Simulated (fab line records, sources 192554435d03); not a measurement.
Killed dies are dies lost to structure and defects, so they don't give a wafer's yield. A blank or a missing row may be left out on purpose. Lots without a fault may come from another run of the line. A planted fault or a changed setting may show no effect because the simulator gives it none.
fab line records | flow n5_finfet
record lots=24 wafers=72 last_day=19
route steps=1938 shown BEOL_M4@1036
lots that met no fault: from a run of the same line without faults
start_h: hours from the record's first day to the start of the lot's first wafer shown | wait_h: hours since the lot's step before | " the same as in the row above | L1.1+2: a row that stands for several wafers | - no value, or no start given | * or withheld: withheld | < > ~ a bound
route shown NAME@n: a module of which the file shows steps, and the number in the route of the first | usual: mean/standard deviation of fault-free wafers | same: alike in all rows | chamber/n: place in a boat | sites: the reading at each site | _std_site: their standard deviation | _edge_site: outer sites' mean less inner sites' | radius_mm: how far each site lies from the wafer's centre | mask NAME#n: copy n | behind: the tool/chamber that last shaped the wafer | hold: why the lot was held/for how many hours/how that ended | device: the transistor (n, p or np) that didn't switch | end of line: the same wafers' tests at the end of the route | a step without rows: its recipe alone | killed: dies lost to structure and defects at the first sort, not the wafer's yield | map: a wafer's dies, x killed, . not, _ none there
set.NAME: the setting as run; set.NAME@STEP: as run at that earlier step | model.NAME: the simulator's own value behind a step, which no gauge read
steps of the route over a sample of lots; a table a step, a row a wafer
services: from which hour (start_h, from the record's first day; less than 0 if before it) a tool's chamber was out of use, for how many hours, and why
## steps
# step N5_BEOL_M4_INSPECT_13
# recipe mode=adi inspect_instrument=brightfield
# usual raw_defect_count=419/90
# columns lot.wafer tool chamber start_h wait_h raw_defect_count
L074.1 defect_inspect-01 - 170.22 0.1 304
L074.2 " - " " 339
L074.6 " - " " 270
L075.2 defect_inspect-02 - 176.17 0.0 660
L075.3 " - " " 422
L075.5 " - " " 562
L076.3 defect_inspect-02 - 176.55 0.0 327
L076.4 " - " " 365
L076.5 " - " " 391
L077.2 defect_inspect-01 - 179.02 0.0 324
L077.3 " - " " 476
L077.5 " - " " 414
L078.3 defect_inspect-02 - 179.35 0.0 433
L078.4 " - " " 381
L078.6 " - " " 393
L079.1 defect_inspect-02 - 191.54 0.1 395
L079.3 " - " " 361
L079.4 " - " " 321
L083.1 defect_inspect-01 - 217.02 0.1 669
L083.4 " - " " 469
L083.5 " - " " 578
L081.4 defect_inspect-01 - 218.91 0.0 357
L081.5 " - " " 538
L081.6 " - " " 575
L082.1 defect_inspect-01 - 225.21 0.1 340
L082.2 " - " " 399
L082.4 " - " " 394
L080.3 defect_inspect-01 - 226.85 0.0 320
L080.4 " - " " 385
L080.5 " - " " 512
L084.4 defect_inspect-02 - 232.15 0.0 392
L084.5 " - " " 498
L084.6 " - " " 332
L085.1 defect_inspect-01 - 235.19 0.1 524
L085.2 " - " " 392
L085.6 " - " " 454
L086.2 defect_inspect-01 - 244.99 0.0 379
L086.3 " - " " 549
L086.4 " - " " 442
L090.1 defect_inspect-02 - 248.71 0.1 395
L090.2 " - " " 489
L090.4 " - " " 465
L087.2 defect_inspect-02 - 255.81 0.0 364
L087.3 " - " " 348
L087.4 " - " " 292
L091.2 defect_inspect-01 - 256.59 0.0 450
L091.4 " - " " 391
L091.5 " - " " 273
L088.1 defect_inspect-01 - 262.73 0.1 322
L088.3 " - " " 643
L088.5 " - " " 403
L089.2 defect_inspect-01 - 263.90 0.0 384
L089.4 " - " " 539
L089.5 " - " " 526
L092.1 defect_inspect-02 - 283.02 0.1 363
L092.2 " - " " 446
L092.3 " - " " 395
L094.2 defect_inspect-02 - 314.04 0.0 491
L094.3 " - " " 302
L094.4 " - " " 427
L093.1 defect_inspect-01 - 316.81 0.1 348
L093.2 " - " " 413
L093.4 " - " " 434
L095.3 defect_inspect-02 - 319.30 0.0 365
L095.4 " - " " 440
L095.5 " - " " 440
L097.2 defect_inspect-02 - 319.74 0.0 504
L097.4 " - " " 478
L097.6 " - " " 604
L096.2 defect_inspect-02 - 322.91 0.0 361
L096.3 " - " " 344
L096.5 " - " " 474
# step N5_BEOL_M4_DESCUM_33
# recipe chemistry=O2 time_s=7 source_power_w=50 bias_power_w=20 pressure_mtorr=20 rf_frequency_hz=2.712e+07 temp_c=40 resist=CAR-EUV o2_flow_sccm=225
# usual drypump_motor_current_A=5.48/0.28 oes_product_au=0.79/0.099 rf_vpp_V=242.9/1.4 showerhead_plenum_p_Torr=2.08/0.08 throttle_valve_pct=20.32/0.23
# columns lot.wafer tool chamber start_h wait_h drypump_motor_current_A oes_product_au rf_hours_counter_h rf_vpp_V showerhead_plenum_p_Torr throttle_valve_pct
L074.1 rie_diel-03 0 171.40 0.1 5.83 0.96 7 245.3 2.14 19.82
L074.2 " 3 " " 5.43 0.86 51 242.9 2.15 20.61
L074.6 " 3 " " 5.44 0.85 - 244.1 2.15 20.61
L075.2 rie_diel-01 0 177.08 0.0 5.34 0.71 200 244.2 2.15 20.37
L075.3 " 3 " " 5.24 0.90 29 241.7 2.03 20.08
L075.5 " 3 " " 5.24 0.90 - 242.2 2.03 20.09
L076.3 rie_diel-01 3 177.47 0.0 5.22 0.89 30 241.4 2.03 20.12
L076.4 " 0 " " 5.34 0.71 200 244.4 2.15 20.36
L076.5 " 2 " " 5.77 0.71 - 241.9 1.98 20.49
L077.2 rie_diel-01 0 179.99 0.0 5.34 0.71 201 244.9 2.15 20.34
L077.3 " 2 " " 5.77 0.71 202 241.7 1.98 20.49
L077.5 " 0 " " 5.36 0.72 - 243.6 2.15 20.35
L078.3 rie_diel-01 3 180.38 0.0 5.23 0.90 30 242.5 2.03 20.10
L078.4 " 1 " " 5.64 0.69 219 242.3 1.99 20.42
L078.6 " 2 " " 5.76 0.73 - 241.1 1.98 20.48
L079.1 rie_diel-01 3 192.70 0.0 5.26 0.88 35 240.3 2.03 20.11
L079.3 " 1 " " 5.65 0.68 223 240.0 1.99 20.41
L079.4 " 2 " " 5.77 0.71 205 240.9 1.98 20.49
L083.1 rie_diel-04 0 218.00 0.0 5.49 0.71 231 243.9 2.07 20.42
L083.4 " 0 " " 5.52 0.70 - 242.8 2.07 20.42
L083.5 " 2 " " 5.41 0.97 - 241.7 2.05 19.92
L081.4 rie_diel-03 2 219.83 0.0 4.95 0.90 - 247.1 2.23 20.50
L081.5 " 0 " " 5.82 0.91 - 244.0 2.13 19.85
L081.6 " 3 " " 5.45 0.84 - 244.2 2.15 20.62
L082.1 rie_diel-01 1 226.44 0.0 5.65 0.68 239 241.1 1.98 20.42
L082.2 " 3 " " 5.26 0.85 51 241.6 2.02 20.12
L082.4 " 1 " " 5.64 0.68 - 241.6 1.98 20.45
L080.3 rie_diel-04 0 227.78 0.0 5.54 0.71 234 242.7 2.07 20.43
L080.4 " 3 " " 5.21 0.72 193 242.4 2.07 20.34
L080.5 " 1 " " 5.92 0.71 - 242.0 1.97 20.31
L084.4 rie_diel-03 2 233.21 0.0 4.96 0.89 - 245.7 2.23 20.51
L084.5 " 3 " " 5.42 0.83 - 244.6 2.15 20.64
L084.6 " 0 " " 5.81 0.90 - 242.2 2.13 19.84
L085.1 rie_diel-01 3 236.46 0.0 5.22 0.85 56 242.5 2.02 20.15
L085.2 " 0 " " 5.34 0.68 227 244.5 2.14 20.40
L085.6 " 0 " " 5.33 0.69 - 244.6 2.14 20.40
L086.2 rie_diel-04 0 245.95 0.1 5.54 0.70 243 240.3 2.06 20.44
L086.3 " 2 " " 5.41 0.94 22 241.8 2.05 19.95
L086.4 " 1 " " 5.92 0.70 - 242.8 1.97 20.32
L090.1 rie_diel-04 1 249.72 0.0 5.93 0.70 225 241.0 1.97 20.31
L090.2 " 2 " " 5.42 0.93 23 242.5 2.05 19.94
L090.4 " 0 " " 5.56 0.70 244 242.3 2.06 20.44
L087.2 rie_diel-04 0 256.75 0.0 5.54 0.70 245 243.0 2.06 20.43
L087.3 " 3 " " 5.21 0.71 203 243.7 2.07 20.37
L087.4 " 2 " " 5.43 0.93 25 241.3 2.05 19.93
L091.2 rie_diel-04 3 257.97 0.2 5.20 0.71 203 242.8 2.07 20.36
L091.4 " 2 " " 5.39 0.93 26 242.6 2.05 19.95
L091.5 " 3 " " 5.23 0.72 - 243.5 2.07 20.36
L088.1 rie_diel-04 0 263.89 0.0 5.52 0.70 248 243.3 2.06 20.46
L088.3 " 3 " " 5.22 0.72 205 241.8 2.07 20.36
L088.5 " 1 " " 5.91 0.70 - 242.5 1.97 20.33
L089.2 rie_diel-03 2 264.94 0.0 4.90 0.87 48 245.4 2.23 20.52
L089.4 " 1 " " 5.84 0.95 9 243.8 2.15 20.39
L089.5 " 2 " " 4.93 0.87 - 243.9 2.23 20.52
L092.1 rie_diel-01 0 284.23 0.0 5.33 0.68 249 242.2 2.14 20.42
L092.2 " 2 " " 5.76 0.71 218 241.4 1.98 20.53
L092.3 " 3 " " 5.23 0.83 75 242.2 2.01 20.16
L094.2 rie_diel-04 2 315.27 0.3 5.42 0.92 36 241.4 2.05 19.96
L094.3 " 3 " " 5.23 0.70 227 241.7 2.06 20.39
L094.4 " 0 " " 5.51 1.01 - 242.0 2.06 19.99
L093.1 rie_diel-03 1 317.73 0.0 5.85 0.90 26 244.0 2.14 20.40
L093.2 " 0 " " 5.82 0.87 52 244.3 2.12 19.88
L093.4 " 2 " " 4.91 0.85 65 245.5 2.22 20.55
L095.3 rie_diel-01 0 320.22 0.0 5.32 0.98 5 242.9 2.13 19.98
L095.4 " 1 " " 5.63 0.94 11 245.8 2.24 20.04
L095.5 " 2 " " 5.77 0.70 - 240.3 1.97 20.54
L097.2 rie_diel-03 1 320.67 0.0 5.82 0.90 27 244.3 2.14 20.40
L097.4 " 3 " " 5.45 0.79 102 243.3 2.13 20.69
L097.6 " 2 " " 4.94 0.84 - 245.0 2.22 20.56
L096.2 rie_diel-03 2 323.82 0.0 4.92 0.85 67 244.6 2.22 20.56
L096.3 " 0 " " 5.83 0.87 54 244.6 2.12 19.90
L096.5 " 0 " " 5.83 0.86 - 243.5 2.12 19.88
# step N5_BEOL_M4_ETCH_70
# recipe chemistry=N2/H2 target=SOC target_depth_a=800 overetch_a=240 mask_material=SiARC temp_c=40 time_s=130 ion_energy_ev=200 pressure_mtorr=30 source_w=840 bias_w=150 n2_flow_sccm=200 h2_flow_sccm=200
# usual drypump_motor_current_A=5.5/0.31 n2_flow_sccm=200.1/0.6 oes_product_au=0.59/0.065 rf_vpp_V=523.9/2.6 showerhead_plenum_p_Torr=2.55/0.095 throttle_valve_pct=17.73/0.21
# columns lot.wafer tool chamber start_h wait_h drypump_motor_current_A n2_flow_sccm oes_product_au rf_hours_counter_h rf_vpp_V showerhead_plenum_p_Torr throttle_valve_pct
L074.1 rie_diel-04 3 172.27 0.0 5.2 199.5 0.55 170 522.8 2.55 17.92
L074.2 " 2 " " 5.4 200.2 0.50 247 522.7 2.50 17.66
L074.6 " 1 " " 5.9 199.6 0.53 - 518.9 2.42 17.77
L075.2 rie_diel-01 2 182.99 0.0 5.8 200.2 0.54 202 520.7 2.41 17.87
L075.3 " 0 " " 5.3 200.8 0.53 202 526.6 2.63 17.89
L075.5 " 0 " " 5.3 200.6 0.53 - 524.0 2.63 17.89
L076.3 rie_diel-04 0 190.39 0.0 5.5 201.3 0.53 218 523.8 2.52 17.90
L076.4 " 1 " " 5.9 200.3 0.53 - 520.9 2.42 17.77
L076.5 " 0 " " 5.5 201.3 0.53 - 522.0 2.52 17.91
L077.2 rie_diel-04 0 190.77 0.0 5.6 201.0 0.53 218 523.4 2.52 17.93
L077.3 " 1 " " 5.9 199.9 0.52 212 519.1 2.42 17.75
L077.5 " 0 " " 5.5 199.5 0.54 - 523.8 2.52 17.92
L078.3 rie_diel-01 2 191.13 0.0 5.8 199.8 0.54 205 520.3 2.41 17.89
L078.4 " 3 " " 5.2 199.7 0.65 34 522.9 2.48 17.46
L078.6 " 3 " " 5.3 199.9 0.64 - 522.7 2.48 17.46
L079.1 rie_diel-04 1 196.82 0.0 5.9 200.8 0.53 215 521.9 2.42 17.76
L079.3 " 0 " " 5.6 201.6 0.53 221 524.4 2.52 17.94
L079.4 " 1 " " 5.9 200.7 0.53 - 520.5 2.42 17.77
L083.1 rie_diel-03 3 225.58 0.0 5.4 199.7 0.61 69 524.4 2.58 17.80
L083.4 " 0 " " 5.8 200.3 0.65 - 526.2 2.60 17.32
L083.5 " 2 " " 4.9 200.7 0.65 - 527.2 2.70 17.83
L081.4 rie_diel-03 0 226.98 0.0 5.8 200.8 0.65 - 524.5 2.60 17.32
L081.5 " 3 " " 5.4 201.3 0.60 - 525.5 2.58 17.80
L081.6 " 2 " " 4.9 199.4 0.65 - 527.6 2.70 17.81
L082.1 rie_diel-01 3 230.61 0.0 5.2 198.9 0.63 53 522.5 2.47 17.47
L082.2 " 0 " " 5.3 200.7 0.52 224 526.5 2.62 17.93
L082.4 " 1 " " 5.6 199.9 0.50 - 520.4 2.39 17.77
L080.3 rie_diel-03 2 231.24 0.0 4.9 200.2 0.65 36 527.4 2.70 17.84
L080.4 " 3 " " 5.4 199.4 0.60 - 524.2 2.57 17.80
L080.5 " 2 " " 5.0 199.5 0.64 - 527.3 2.70 17.83
L084.4 rie_diel-03 3 236.33 0.0 5.4 200.2 0.61 75 523.8 2.57 17.80
L084.5 " 0 " " 5.9 200.6 0.63 - 525.4 2.60 17.32
L084.6 " 1 " " 5.8 200.2 0.73 - 525.0 2.61 17.74
L085.1 rie_diel-03 1 241.02 0.0 5.8 199.9 0.72 2 525.4 2.61 17.72
L085.2 " 0 " " 5.8 200.3 0.64 35 524.3 2.60 17.33
L085.6 " 1 " " 5.9 199.4 0.72 - 523.4 2.61 17.74
L086.2 rie_diel-03 1 258.24 0.0 5.9 199.8 0.70 7 525.1 2.61 17.74
L086.3 " 2 " " 4.9 199.5 0.64 46 527.4 2.70 17.84
L086.4 " 0 " " 5.8 199.4 0.64 40 526.8 2.59 17.36
L091.2 rie_diel-01 3 262.62 0.0 5.2 200.0 0.61 65 523.3 2.46 17.52
L091.4 " 0 " " 5.4 200.0 0.51 - 524.7 2.61 17.95
L091.5 " 3 " " 5.2 199.2 0.61 - 522.4 2.46 17.51
L090.1 rie_diel-04 1 262.95 0.0 5.9 200.3 0.52 228 518.7 2.41 17.79
L090.2 " 0 " " 5.6 199.5 0.51 247 521.6 2.51 17.98
L090.4 " 1 " " 5.9 200.6 0.52 - 520.0 2.41 17.77
L087.2 rie_diel-04 1 278.30 0.0 5.9 199.5 0.51 236 518.7 2.41 17.82
L087.3 " 3 " " 5.2 200.2 0.52 212 521.1 2.53 18.00
L087.4 " 3 " " 5.2 200.2 0.53 - 523.5 2.53 17.99
L088.1 rie_diel-03 1 283.31 0.0 5.9 200.8 0.68 14 526.0 2.60 17.77
L088.3 " 3 " " 5.4 200.4 0.59 89 525.5 2.57 17.83
L088.5 " 1 " " 5.9 200.7 0.68 - 526.4 2.60 17.76
L089.2 rie_diel-03 3 287.57 0.0 5.5 200.8 0.59 90 525.6 2.57 17.84
L089.4 " 1 " " 5.9 200.0 0.67 - 525.0 2.60 17.76
L089.5 " 3 " " 5.5 200.4 0.58 - 525.6 2.57 17.86
L092.1 rie_diel-01 2 309.19 0.0 5.8 200.0 0.53 228 519.9 2.40 17.94
L092.2 " 3 " " 5.2 200.1 0.59 85 524.1 2.45 17.54
L092.3 " 1 " " 5.6 200.0 0.70 6 527.0 2.71 17.33
L094.2 rie_diel-01 0 325.13 0.0 5.4 200.7 0.70 6 526.0 2.60 17.51
L094.3 " 2 " " 5.8 200.2 0.53 234 518.9 2.40 17.94
L094.4 " 3 " " 5.2 200.9 0.59 91 520.4 2.45 17.56
L097.2 rie_diel-03 3 328.34 0.0 5.4 200.2 0.58 104 524.6 2.56 17.86
L097.4 " 2 " " 4.9 199.8 0.61 68 527.8 2.69 17.88
L097.6 " 3 " " 5.4 199.4 0.58 - 525.0 2.56 17.85
L093.1 rie_diel-04 0 328.34 0.0 5.5 200.3 0.71 6 521.9 2.50 17.49
L093.2 " 2 " " 5.4 199.8 0.65 42 522.7 2.48 17.27
L093.4 " 3 " " 5.2 199.6 0.51 - 522.5 2.52 18.03
L096.2 rie_diel-01 1 331.45 0.0 5.6 199.7 0.68 15 528.7 2.70 17.34
L096.3 " 0 " " 5.3 199.2 0.69 8 526.5 2.60 17.48
L096.5 " 0 " " 5.3 199.6 0.69 - 525.0 2.60 17.52
L095.3 rie_diel-03 2 333.08 0.0 4.9 199.8 0.61 69 527.7 2.69 17.89
L095.4 " 0 " " 5.8 199.6 0.62 57 525.3 2.59 17.39
L095.5 " 2 " " 5.0 200.5 0.62 - 527.5 2.69 17.89
# step N5_BEOL_M4_ETCH_41
# recipe chemistry=CH3F/O2 target=SiCN target_depth_a=299 taper_deg=2 time_s=52.5 ion_energy_ev=120 mask_material=TiN pressure_mtorr=30 source_w=395 bias_w=75 Ar_flow_sccm=150 CH3F_flow_sccm=30 O2_flow_sccm=20
# usual drypump_motor_current_A=5.5/0.31 oes_product_au=0.81/0.095 rf_vpp_V=297.5/1.6 showerhead_plenum_p_Torr=2.00/0.077 throttle_valve_pct=16.22/0.21
# columns lot.wafer tool chamber start_h wait_h drypump_motor_current_A oes_product_au rf_hours_counter_h rf_vpp_V showerhead_plenum_p_Torr throttle_valve_pct
L074.1 rie_diel-04 3 - - 5.2 0.75 170 299.6 1.98 16.24
L074.2 " 2 " " 5.4 0.68 247 297.5 1.96 16.26
L074.6 " 1 " " 5.9 0.72 - 297.0 1.91 16.35
L075.2 rie_diel-01 2 - - 5.8 0.71 202 295.7 1.90 16.46
L075.3 " 0 " " 5.3 0.70 202 299.3 2.06 16.32
L075.5 " 0 " " 5.3 0.70 - 298.9 2.06 16.33
L076.3 rie_diel-04 0 - - 5.5 0.70 218 297.2 1.98 16.33
L076.4 " 1 " " 5.9 0.71 - 296.7 1.91 16.38
L076.5 " 0 " " 5.5 0.70 - 297.8 1.98 16.32
L077.2 rie_diel-04 0 - - 5.5 0.71 218 297.1 1.98 16.32
L077.3 " 1 " " 5.9 0.72 212 295.4 1.91 16.38
L077.5 " 0 " " 5.5 0.70 - 297.3 1.98 16.32
L078.3 rie_diel-01 2 - - 5.8 0.72 205 295.6 1.90 16.47
L078.4 " 3 " " 5.3 0.88 34 294.7 1.94 16.04
L078.6 " 3 " " 5.2 0.88 - 297.5 1.94 16.04
L079.1 rie_diel-04 1 - - 5.9 0.72 215 295.2 1.91 16.39
L079.3 " 0 " " 5.6 0.71 221 296.7 1.98 16.32
L079.4 " 1 " " 5.9 0.72 - 294.3 1.91 16.40
L083.1 rie_diel-03 3 - - 5.4 0.84 69 298.8 2.01 16.22
L083.4 " 0 " " 5.8 0.89 - 298.2 2.04 15.77
L083.5 " 2 " " 4.9 0.91 - 300.2 2.14 16.34
L081.4 rie_diel-03 0 - - 5.8 0.89 - 298.3 2.04 15.77
L081.5 " 3 " " 5.4 0.84 - 296.8 2.01 16.23
L081.6 " 2 " " 4.9 0.90 - 300.2 2.14 16.34
L082.1 rie_diel-01 3 - - 5.2 0.85 53 296.3 1.93 16.08
L082.2 " 0 " " 5.3 0.69 224 297.7 2.05 16.37
L082.4 " 1 " " 5.6 0.67 - 296.0 1.88 16.35
L080.3 rie_diel-03 2 - - 4.9 0.89 36 298.4 2.14 16.34
L080.4 " 3 " " 5.4 0.82 - 298.3 2.01 16.22
L080.5 " 2 " " 4.9 0.88 - 300.3 2.14 16.34
L084.4 rie_diel-03 3 - - 5.4 0.82 75 297.4 2.01 16.21
L084.5 " 0 " " 5.8 0.88 - 297.0 2.04 15.77
L084.6 " 1 " " 5.8 1.00 - 298.6 2.07 16.22
L085.1 rie_diel-03 1 - - 5.8 1.00 2 298.0 2.07 16.24
L085.2 " 0 " " 5.8 0.89 35 297.0 2.04 15.78
L085.6 " 1 " " 5.8 1.00 - 299.0 2.07 16.23
L086.2 rie_diel-03 1 - - 5.8 0.95 7 297.9 2.06 16.24
L086.3 " 2 " " 4.9 0.88 46 300.1 2.13 16.36
L086.4 " 0 " " 5.8 0.87 40 297.9 2.04 15.78
L091.2 rie_diel-01 3 - - 5.2 0.83 65 296.9 1.93 16.11
L091.4 " 0 " " 5.3 0.67 - 299.6 2.05 16.38
L091.5 " 3 " " 5.2 0.83 - 296.1 1.93 16.10
L090.1 rie_diel-04 1 - - 5.9 0.70 229 296.1 1.90 16.42
L090.2 " 0 " " 5.5 0.69 247 297.2 1.97 16.39
L090.4 " 1 " " 5.9 0.70 - 295.6 1.90 16.41
L087.2 rie_diel-04 1 - - 5.9 0.71 236 295.9 1.90 16.41
L087.3 " 3 " " 5.2 0.71 212 297.6 1.97 16.34
L087.4 " 3 " " 5.2 0.72 - 296.5 1.97 16.32
L088.1 rie_diel-03 1 - - 5.8 0.94 14 298.5 2.06 16.25
L088.3 " 3 " " 5.4 0.81 89 298.4 2.01 16.25
L088.5 " 1 " " 5.8 0.94 - 297.9 2.06 16.24
L089.2 rie_diel-03 3 - - 5.4 0.81 90 298.8 2.01 16.26
L089.4 " 1 " " 5.9 0.95 - 298.2 2.06 16.26
L089.5 " 3 " " 5.4 0.81 - 297.8 2.01 16.26
L092.1 rie_diel-01 2 - - 5.8 0.70 228 297.2 1.89 16.52
L092.2 " 3 " " 5.3 0.81 85 296.8 1.92 16.14
L092.3 " 1 " " 5.6 0.95 7 300.5 2.13 15.88
L094.2 rie_diel-01 0 - - 5.4 0.96 6 299.1 2.04 15.92
L094.3 " 2 " " 5.8 0.70 234 296.4 1.89 16.54
L094.4 " 3 " " 5.2 0.80 92 297.9 1.92 16.16
L097.2 rie_diel-03 3 - - 5.4 0.79 105 298.7 2.00 16.29
L097.4 " 2 " " 4.9 0.85 68 299.5 2.13 16.39
L097.6 " 3 " " 5.4 0.79 - 297.5 2.00 16.29
L093.1 rie_diel-04 0 - - 5.5 0.95 6 296.3 1.97 15.88
L093.2 " 2 " " 5.4 0.88 42 295.8 1.95 15.86
L093.4 " 3 " " 5.2 0.69 - 296.9 1.96 16.37
L096.2 rie_diel-01 1 - - 5.6 0.93 16 300.3 2.12 15.91
L096.3 " 0 " " 5.3 0.94 8 297.3 2.04 15.92
L096.5 " 0 " " 5.3 0.95 - 298.6 2.04 15.93
L095.3 rie_diel-03 2 - - 4.9 0.84 69 299.4 2.13 16.41
L095.4 " 0 " " 5.8 0.84 57 297.1 2.03 15.81
L095.5 " 2 " " 4.9 0.84 - 300.2 2.13 16.40
# step N5_BEOL_M4_DEGAS_44
# recipe ambient=vacuum temp_c=250 time_s=60
# usual heater_power_w=342/25
# columns lot.wafer tool chamber start_h wait_h heater_power_w
L074.1 pvd_sputter-02 - 172.98 0.2 402
L074.2 " - " " 322
L074.6 " - " " 415
L075.2 pvd_sputter-01 - 183.98 0.5 321
L075.3 " - " " 334
L075.5 " - " " 337
L076.3 pvd_sputter-02 - 191.26 0.3 409
L076.4 " - " " 322
L076.5 " - " " 321
L077.2 pvd_sputter-02 - 191.34 0.1 400
L077.3 " - " " 309
L077.5 " - " " 332
L078.3 pvd_sputter-01 - 191.69 0.0 338
L078.4 " - " " 356
L078.6 " - " " 336
L079.1 pvd_sputter-03 - 197.92 0.6 365
L079.3 " - " " 339
L079.4 " - " " 325
L083.1 pvd_sputter-01 - 227.29 1.2 334
L083.4 " - " " 353
L083.5 " - " " 338
L081.4 pvd_sputter-01 - 227.69 0.2 343
L081.5 " - " " 313
L081.6 " - " " 338
L082.1 pvd_sputter-02 - 231.64 0.5 338
L082.2 " - " " 312
L082.4 " - " " 330
L080.3 pvd_sputter-03 - 232.04 0.3 330
L080.4 " - " " 338
L080.5 " - " " 357
L084.4 pvd_sputter-02 - 237.26 0.4 327
L084.5 " - " " 323
L084.6 " - " " 317
L085.1 pvd_sputter-02 - 241.88 0.3 328
L085.2 " - " " 408
L085.6 " - " " 322
L086.2 pvd_sputter-03 - 258.97 0.2 366
L086.3 " - " " 328
L086.4 " - " " 342
L091.2 pvd_sputter-01 - 263.36 0.2 333
L091.4 " - " " 315
L091.5 " - " " 346
L090.1 pvd_sputter-01 - 263.82 0.4 322
L090.2 " - " " 335
L090.4 " - " " 335
L087.2 pvd_sputter-01 - 278.96 0.1 339
L087.3 " - " " 315
L087.4 " - " " 334
L088.1 pvd_sputter-01 - 283.90 0.1 317
L088.3 " - " " 359
L088.5 " - " " 346
L089.2 pvd_sputter-02 - 288.15 0.1 409
L089.4 " - " " 318
L089.5 " - " " 412
L092.1 pvd_sputter-01 - 309.92 0.2 340
L092.2 " - " " 353
L092.3 " - " " 334
L094.2 pvd_sputter-01 - 326.14 0.5 347
L094.3 " - " " 333
L094.4 " - " " 335
L097.2 pvd_sputter-02 - 329.03 0.2 338
L097.4 " - " " 327
L097.6 " - " " 318
L093.1 pvd_sputter-02 - 329.11 0.3 325
L093.2 " - " " 326
L093.4 " - " " 410
L096.2 pvd_sputter-03 - 332.37 0.4 326
L096.3 " - " " 346
L096.5 " - " " 335
L095.3 pvd_sputter-01 - 333.78 0.2 345
L095.4 " - " " 342
L095.5 " - " " 346
# step N5_BEOL_M4_SPUTTER_79
# recipe material=Cu target_thk_a=45 temp_c=-20 chamber_pressure_pa=0.07 power_w=withheld time_s=8.29
# usual throttle_valve_pct=29.2/1.2
# columns lot.wafer tool chamber start_h wait_h throttle_valve_pct
L074.1 pvd_sputter-02 - 173.78 0.1 26.6
L074.2 " - " " 30.3
L074.6 " - " " 26.8
L075.2 pvd_sputter-03 - 184.94 0.1 29.8
L075.3 " - " " 30.1
L075.5 " - " " 29.4
L076.3 pvd_sputter-01 - 192.06 0.1 28.3
L076.4 " - " " 30.2
L076.5 " - " " 28.3
L077.2 pvd_sputter-02 - 192.34 0.1 28.6
L077.3 " - " " 26.7
L077.5 " - " " 30.5
L078.3 pvd_sputter-02 - 194.18 0.1 30.6
L078.4 " - " " 28.4
L078.6 " - " " 28.3
L079.1 pvd_sputter-03 - 200.88 0.1 29.7
L079.3 " - " " 29.3
L079.4 " - " " 28.9
L083.1 pvd_sputter-02 - 228.08 0.1 26.9
L083.4 " - " " 30.8
L083.5 " - " " 30.6
L081.4 pvd_sputter-01 - 228.50 0.1 28.9
L081.5 " - " " 30.2
L081.6 " - " " 30.2
L082.1 pvd_sputter-02 - 232.46 0.1 28.4
L082.2 " - " " 30.5
L082.4 " - " " 30.2
L080.3 pvd_sputter-02 - 234.30 0.1 30.6
L080.4 " - " " 26.7
L080.5 " - " " 28.4
L084.4 pvd_sputter-02 - 239.74 0.1 28.4
L084.5 " - " " 26.7
L084.6 " - " " 28.2
L085.1 pvd_sputter-03 - 242.72 0.1 29.5
L085.2 " - " " 29.8
L085.6 " - " " 29.1
L086.2 pvd_sputter-02 - 259.82 0.1 28.3
L086.3 " - " " 26.5
L086.4 " - " " 30.6
L091.2 pvd_sputter-03 - 264.36 0.1 29.9
L091.4 " - " " 29.0
L091.5 " - " " 29.0
L090.1 pvd_sputter-02 - 264.66 0.1 30.6
L090.2 " - " " 30.4
L090.4 " - " " 26.6
L087.2 pvd_sputter-02 - 279.73 0.1 30.5
L087.3 " - " " 30.3
L087.4 " - " " 26.8
L088.1 pvd_sputter-01 - 284.70 0.1 30.0
L088.3 " - " " 30.1
L088.5 " - " " 29.0
L089.2 pvd_sputter-01 - 288.99 0.1 29.9
L089.4 " - " " 30.1
L089.5 " - " " 30.0
L092.1 pvd_sputter-03 - 310.84 0.1 29.0
L092.2 " - " " 29.4
L092.3 " - " " 30.2
L094.2 pvd_sputter-03 - 327.57 0.1 29.4
L094.3 " - " " 29.9
L094.4 " - " " 29.3
L097.2 pvd_sputter-03 - 329.93 0.1 29.1
L097.4 " - " " 29.6
L097.6 " - " " 30.2
L093.1 pvd_sputter-01 - 330.18 0.1 30.0
L093.2 " - " " 28.7
L093.4 " - " " 30.0
L096.2 pvd_sputter-03 - 333.57 0.1 29.5
L096.3 " - " " 29.1
L096.5 " - " " 29.0
L095.3 pvd_sputter-01 - 334.86 0.1 29.8
L095.4 " - " " 28.5
L095.5 " - " " 29.9
## services
# columns tool chamber start_h hours kind
rie_diel-03 - 149.57 2.8 pm
rie_diel-04 0 165.31 3.0 repair
rie_diel-04 2 183.03 - clean
rie_diel-04 2 183.03 - consumable_replace:focus_ring
rie_diel-04 2 183.03 14.3 scheduled_down
rie_diel-04 2 183.03 14.3 vent_cycle
rie_diel-03 1 218.97 - clean
rie_diel-03 1 218.97 - consumable_replace:focus_ring
rie_diel-03 1 218.97 17.2 scheduled_down
rie_diel-03 1 218.97 17.2 vent_cycle
rie_diel-04 1 232.60 8.5 repair
rie_diel-01 3 236.72 4.0 repair
rie_diel-01 1 259.55 - clean
rie_diel-01 1 259.55 - consumable_replace:focus_ring
rie_diel-01 1 259.55 - consumable_replace:showerhead
rie_diel-04 2 262.52 29.1 repair
rie_diel-03 0 285.15 18.7 repair
rie_diel-04 0 291.63 - clean
rie_diel-04 0 291.63 - consumable_replace:focus_ring
rie_diel-04 0 291.63 22.6 scheduled_down
rie_diel-04 0 291.63 22.6 vent_cycle
rie_diel-01 0 291.88 - clean
rie_diel-01 0 291.88 - consumable_replace:focus_ring
rie_diel-04 1 314.27 - clean
## key
fault none
